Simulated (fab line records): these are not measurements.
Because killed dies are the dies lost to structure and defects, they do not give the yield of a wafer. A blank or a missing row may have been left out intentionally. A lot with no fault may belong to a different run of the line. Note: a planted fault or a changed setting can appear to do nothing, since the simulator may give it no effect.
Matching of chambers | flow n5Finfet | N5_BEOL_M0_SAQP_ETCH_101 on rieDiel-02: 4 sister chambers
The step etches SiNx in CH3F/O2, target depth 29.9 nm, time 42.7 s. 4 wafers are shown with their chamber, then 7 later ones without.

EACH WAFER AND ITS CHAMBER
wafer  | chamber | showerheadPlenumPTorr (Torr)
L083.6 | 2       | 1.91
L086.6 | 1       | 2.03
L089.1 | 0       | 2.05
L089.3 | 3       | 2.06

WAFERS WHOSE CHAMBER IS MISSING
wafer  | showerheadPlenumPTorr (Torr)
L089.6 | 2.05
L095.1 | 2.05
L095.2 | 2.16
L095.3 | 2.05
L096.3 | 2.16
L096.5 | 2.05
L096.6 | 2.02

THE CHAMBER EACH PASSED THROUGH
wafer  | from the rows above               | in truth
L089.6 | can't be placed: 0 or 3 or 1      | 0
L095.1 | can't be placed: 0 or 3 or 1      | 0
L095.2 | can't be placed: 3 or 0 or 1      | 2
L095.3 | can't be placed: 0 or 3 or 1      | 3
L096.3 | can't be placed: 3 or 0 or 1      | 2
L096.5 | can't be placed: 0 or 3 or 1      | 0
L096.6 | can't be placed: 1 or 0 or 3 or 2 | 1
Placed correctly: 0 of 7. Cannot be placed on the basis of these rows: 7; the candidates contain the true chamber in 5. Wrongly placed: 0.
How it was worked out, from the rows above alone: a wafer's distance from a chamber is the root of the sum, over the readings, of the square of ((its reading less the chamber's mean) divided by the reading's scatter). The wafer belongs to the nearest chamber; if the next one is less than 2 further off, it can't be placed. A chamber's mean is the mean of its shown wafers. The scatter: root of mean squared gap, hidden wafer to nearest shown wafer, with one shown wafer a chamber.
